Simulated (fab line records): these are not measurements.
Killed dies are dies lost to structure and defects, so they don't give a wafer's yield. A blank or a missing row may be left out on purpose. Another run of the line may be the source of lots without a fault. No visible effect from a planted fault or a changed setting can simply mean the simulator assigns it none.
A struck lot beside a sound one || flow nand harc || 39 out of 1159 route steps
Sound: these wafers, L455.1, L455.2, L455.6. Wafers L451.1, L451.3, L451.4 were the ones struck. The cause comes at the end.
Per side, at each step with rows, come the tool, then ch with its chambers, and then its first start. Under that, the readings that differ: sound wafers || struck wafers || difference of the means || sigmas: that difference in standard deviations of wafers without a fault.
alike: same words and numbers on both sides, and readings whose means sit less than 2 such deviations apart. not compared: any withheld reading, any reading some wafer has no value for, any bound like >300 that may hide the same value, and any number with overlapping values for which the record gives no deviation.
A row with sigmas, a row that says differs or no value, or rows on one side alone: a step with any of these is where the two part. Numbers that don't overlap but have no deviation are shown without sigmas and don't part them. A reading missing from all wafers of one side parts the sides only when that side holds two or more wafers.

first, 1 step without rows for these wafers: NHARC_A_ONON_D1_DEP_00 (target thk 1000 nm).
NHARC_A_ONON_D1_THK_MEAS_02: measures by ellipsometry.
  struck on film metro-02, day 10 18:55; sound on film metro-01, day 11 22:52
{"reading": "thk nm (nm)", "sound": "1013 1013 1013", "struck": "991 993 994", "difference": -20, "sigmas": -2}
then NHARC_A_ONON_D1_DEP_03 (target thk 1000 nm), 1 step lacking rows for these wafers.
NHARC_A_ONON_D1_THK_MEAS_05: measures by ellipsometry.
  struck on film metro-02, day 10 19:29; sound on film metro-01, day 11 23:26
  alike: thk nm
then NHARC_A_ONON_D1_DEP_06 (target thk 1000 nm), 1 step lacking rows for these wafers.
NHARC_A_ONON_D1_THK_MEAS_08: measures by ellipsometry.
  struck on film metro-02, day 10 20:02; sound on film metro-02, day 12 00:01
  alike: thk nm
then NHARC_A_ONON_D1_DEP_09 (target thk 1000 nm), 1 step lacking rows for these wafers.
NHARC_A_ONON_D1_THK_MEAS_11: measures by ellipsometry.
  struck on film metro-01, day 10 20:37; sound on film metro-01, day 12 00:35
  alike: thk nm
then NHARC_A_ONON_D1_DEP_12 (target thk 1000 nm), 1 step lacking rows for these wafers.
NHARC_A_ONON_D1_THK_MEAS_14: measures by ellipsometry.
  struck on film metro-01, day 10 21:11; sound on film metro-01, day 12 01:09
  alike: thk nm
then, 1 step without rows for these wafers: NHARC_A_ONON_D1_ANNEAL_15 (time 3600 s).
NHARC_A_ONON_D1_DEP_16: target thk 1000 nm.
  sound on pecvd onon-03 ch 0, day 12 09:49; struck on pecvd onon-02 ch 0, day 11 03:45
NHARC_A_ONON_D1_THK_MEAS_18: measures by ellipsometry.
  struck on film metro-02, day 11 04:16; sound on film metro-01, day 12 10:20
  alike: thk nm
then NHARC_A_ONON_D1_DEP_19 (target thk 1000 nm), 1 step lacking rows for these wafers.
NHARC_A_ONON_D1_THK_MEAS_21: measures by ellipsometry.
  struck on film metro-01, day 11 04:50; sound on film metro-01, day 12 10:53
  alike: thk nm
then NHARC_A_ONON_D1_DEP_22 (target thk 1000 nm), 1 step lacking rows for these wafers.
NHARC_A_ONON_D1_THK_MEAS_24: measures by ellipsometry.
  struck on film metro-02, day 11 05:23; sound on film metro-02, day 12 11:28
  alike: thk nm
then NHARC_A_ONON_D1_DEP_25 (target thk 1000 nm), 1 step lacking rows for these wafers.
NHARC_A_ONON_D1_THK_MEAS_27: measures by ellipsometry.
  struck on film metro-02, day 11 05:58; sound on film metro-02, day 12 12:01
{"reading": "thk nm (nm)", "sound": "985 987 985", "struck": "1008 1008 1008", "difference": "+22", "sigmas": "+2"}
then NHARC_A_ONON_D1_DEP_28 (target thk 1000 nm), 1 step lacking rows for these wafers.
NHARC_A_ONON_D1_THK_MEAS_30: measures by ellipsometry.
  struck on film metro-02, day 11 06:31; sound on film metro-01, day 12 12:35
  alike: thk nm
NHARC_A_ONON_D1_DEP_33: deposits SiO2, target thk 200 nm.
  sound on pecvd-01 ch 1,2, day 12 12:49; struck on pecvd-04 ch 0,2, day 11 06:52
  alike: heater power w, rf fwd power W, throttle valve pct
NHARC_A_ONON_D1_THK_MEAS_34: measures by ellipsometry.
  struck on film metro-02, day 11 07:14; sound on film metro-02, day 12 13:13
  alike: thk nm
NHARC_A_CHANNEL_HOLE_D1_DEP_00: deposits aC, target thk 3100 nm.
  sound on acl dep-02 ch 0, day 12 15:05; struck on acl dep-03 ch 0, day 11 07:23
  alike: throttle valve pct
NHARC_A_CHANNEL_HOLE_D1_DEP_01: deposits SiON, target thk 140 nm.
  sound on pecvd-02 ch 0,1,2, day 12 16:59; struck on pecvd-02 ch 0,2, day 11 09:20
  alike: heater power w, rf fwd power W
then, 10 steps without rows for these wafers: NHARC_A_CHANNEL_HOLE_D1_DEHYDRATE_02 (time 120 s); NHARC_A_CHANNEL_HOLE_D1_HMDS_03 (time 30 s); NHARC_A_CHANNEL_HOLE_D1_COAT_36 (time 75 s); NHARC_A_CHANNEL_HOLE_D1_COAT_37 (time 65 s); NHARC_A_CHANNEL_HOLE_D1_COAT_04 (resist thk 90 nm); NHARC_A_CHANNEL_HOLE_D1_SOFTBAKE_05 (time 55 s); NHARC_A_CHANNEL_HOLE_D1_EBR_06; NHARC_A_CHANNEL_HOLE_D1_EXPOSE_07 (exposes mask HOLE D1, target cd 100 nm); NHARC_A_CHANNEL_HOLE_D1_PEB_08 (peb time 65 s); NHARC_A_CHANNEL_HOLE_D1_DEVELOP_09 (develop time 35 s).
NHARC_A_CHANNEL_HOLE_D1_CD_MEAS_10 targets a cd of 100 nm.
  sound on cd sem-02 ch 0, day 12 17:41; struck on cd sem-03 ch 0, day 11 10:02
  alike: cd nm
NHARC_A_CHANNEL_HOLE_D1_OVL_MEAS_11:
  struck on overlay-01, day 11 10:07; sound on overlay-01, day 12 17:47
{"reading": "overlay y nm (nm)", "sound": "-0.5 -1.2 -0.9", "struck": "1.3 1.8 1.1", "difference": "+2.3", "sigmas": "+3"}
  alike: overlay x nm
NHARC_A_CHANNEL_HOLE_D1_DESCUM_15: chemistry O2, time 3 s.
  sound on rie diel-01 ch 1,3, day 12 17:53; struck on rie diel-01 ch 0,2,3, day 11 10:14
  alike: drypump motor current A, o2 flow sccm, oes product au, rf vpp V, showerhead plenum p Torr, throttle valve pct
  not compared: rf hours counter h
-- record jumps: 11 days between struck wafers' starts before vs after; left off in module A_CHANNEL_HOLE_D1, resumes in module END, first step shown is number 1159 of the route --
NHARC_END_SORT_01:
  only the struck wafers appear in the record here, on prober-01 ch 0 at day 22 06:04; the sound ones have no rows

WHERE THEY PART
First at NHARC_A_ONON_D1_THK_MEAS_02; last, within this record, at NHARC_END_SORT_01.

WHY: what had been put in by the simulator
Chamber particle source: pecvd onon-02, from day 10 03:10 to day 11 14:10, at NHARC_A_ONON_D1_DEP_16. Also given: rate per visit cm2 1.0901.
